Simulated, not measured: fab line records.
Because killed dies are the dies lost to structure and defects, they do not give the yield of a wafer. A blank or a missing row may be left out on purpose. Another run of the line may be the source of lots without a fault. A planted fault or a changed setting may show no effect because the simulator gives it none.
One fault through the eyes of 2 desks || flow n5Finfet || each desk has only its own numbers; what lay behind them comes last

== FROM THE METROLOGY DESK ==
What the gauges read for every lot (on any tool): the sampled wafers with a number, averaged. A lot is out of limits, marked OUT, if its mean lies more than 4 standard deviations from the usual mean; the brackets give that distance. Readings shown: 7 out of 16 (the first out of limits, and those lying furthest out on some lot).
Columns: A = thkNm at N5_SD_EPI_P_EPI_MEAS_23, usual 60.8 nm; B = RS_SD_P at N5_SD_ACTIVATION_RS_MEAS_03, usual 56.3 ohm/sq; C = IOFF_P at N5_BEOL_M4_RC_MEAS_101, usual 0.211 nA/um; D = ION_P at N5_BEOL_M4_RC_MEAS_101, usual 463 uA/um; E = RS_SD_P at N5_BEOL_M4_RC_MEAS_101, usual 66.0 ohm/sq; F = VT_P at N5_BEOL_M4_RC_MEAS_101, usual -250.1 mV; G = VT_P_LVT at N5_BEOL_M4_RC_MEAS_101, usual -98.6 mV
{"lot": "L350", "first seen here": "day 3 14:22", "A": 62.2, "B": 56.1, "C": 0.186, "D": 458, "E": 66.0, "F": -252.6, "G": -100.5}
{"lot": "L351", "first seen here": "day 3 16:28", "A": 60.2, "B": 56.6, "C": 0.238, "D": 467, "E": 66.0, "F": -247.3, "G": -97.2}
{"lot": "L352", "first seen here": "day 3 23:05", "A": 59.6, "B": 57.1, "C": 0.199, "D": 460, "E": 67.3, "F": -250.3, "G": -97.8}
{"lot": "L353", "first seen here": "day 4 03:14", "A": 60.2, "B": 57.2, "C": 0.227, "D": 466, "E": 66.7, "F": -246.5, "G": -95.8}
{"lot": "L354", "first seen here": "day 4 10:39", "A": 62.4, "B": 54.5, "C": 0.200, "D": 463, "E": 64.9, "F": -252.1, "G": -99.0}
{"lot": "L357", "first seen here": "day 5 04:58", "A": 60.0, "B": 57.5, "C": 0.198, "D": 466, "E": 67.3, "F": -249.6, "G": -98.4}
{"lot": "L358", "first seen here": "day 5 10:07", "A": 60.5, "B": 55.8, "C": 0.214, "D": 462, "E": 65.9, "F": -250.3, "G": -96.2}
{"lot": "L363", "first seen here": "day 6 17:01", "A": "93.6 (+27) OUT", "B": "37.7 (-21) OUT", "C": 0.251, "D": 478, "E": "43.7 (-25) OUT", "F": -244.1, "G": -92.9}
{"lot": "L364", "first seen here": "day 7 01:28", "A": 61.5, "B": 55.1, "C": 0.231, "D": 469, "E": 65.1, "F": -246.6, "G": -97.7}
{"lot": "L365", "first seen here": "day 7 04:01", "A": "91.5 (+26) OUT", "B": "36.9 (-22) OUT", "C": 0.307, "D": "486 (+4.2) OUT", "E": "43.5 (-25) OUT", "F": -239.9, "G": "-88.3 (+4.5) OUT"}
{"lot": "L368", "first seen here": "day 8 01:54", "A": 61.2, "B": 56.0, "C": 0.216, "D": 465, "E": 65.8, "F": -249.3, "G": -97.9}
{"lot": "L370", "first seen here": "day 8 13:11", "A": 60.1, "B": 56.4, "C": 0.188, "D": 463, "E": 66.5, "F": -250.7, "G": -100.1}
{"lot": "L371", "first seen here": "day 8 15:16", "A": 61.1, "B": 56.7, "C": 0.212, "D": 464, "E": 66.9, "F": -249.7, "G": -98.4}
{"lot": "L373", "first seen here": "day 9 03:29", "A": 60.2, "B": 56.4, "C": 0.210, "D": 459, "E": 65.9, "F": -250.1, "G": -99.4}
This desk's finding: out of limits on L363, L365; first on L363, day 6 17:01 (thkNm at N5_SD_EPI_P_EPI_MEAS_23). In limits: L350, L351, L352, L353, L354, L357, L358, L364, L368, L370, L371, L373.

== THE DEFECT DESK ==
Inspection counts along the route, by lot: the mean over sampled wafers that carry a number. A lot is out of limits, marked OUT, if its mean lies more than 4 standard deviations from the usual mean; the brackets give that distance.
Columns: A = rawDefectCount at N5_SD_ACTIVATION_INSPECT_02, usual 184
{"lot": "L350", "first seen here": "day 3 15:22", "A": 154}
{"lot": "L351", "first seen here": "day 3 17:38", "A": 239}
{"lot": "L352", "first seen here": "day 4 00:14", "A": 226}
{"lot": "L353", "first seen here": "day 4 04:38", "A": 151}
{"lot": "L354", "first seen here": "day 4 11:35", "A": 173}
{"lot": "L357", "first seen here": "day 5 06:04", "A": 193}
{"lot": "L358", "first seen here": "day 5 11:02", "A": 129}
{"lot": "L363", "first seen here": "day 6 17:59", "A": 207}
{"lot": "L364", "first seen here": "day 7 02:36", "A": 164}
{"lot": "L365", "first seen here": "day 7 04:58", "A": 159}
{"lot": "L368", "first seen here": "day 8 03:14", "A": 188}
{"lot": "L370", "first seen here": "day 8 14:08", "A": 157}
{"lot": "L371", "first seen here": "day 8 16:17", "A": 197}
{"lot": "L373", "first seen here": "day 9 04:26", "A": 243}
This desk's finding: nothing out of limits on any of the 14 lots.

== ALL TOGETHER ==
An alarm was possible from the metrology desk at day 6 17:01, on L363, L365.
Nothing the defect desk looked at was out of limits.
The defect desk has L363, L365 on record, within its limits.
The lots listed all ran N5_SD_EPI_P_EPI_21 on epiRpcvd-03.

== WHAT THE SIMULATOR HAD INSERTED ==
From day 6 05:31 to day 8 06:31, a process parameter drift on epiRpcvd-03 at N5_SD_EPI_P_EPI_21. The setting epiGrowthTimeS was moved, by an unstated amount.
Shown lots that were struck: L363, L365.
Per desk, hours elapsed from the start of the fault to the first reading out of limits: for the metrology desk, 12.
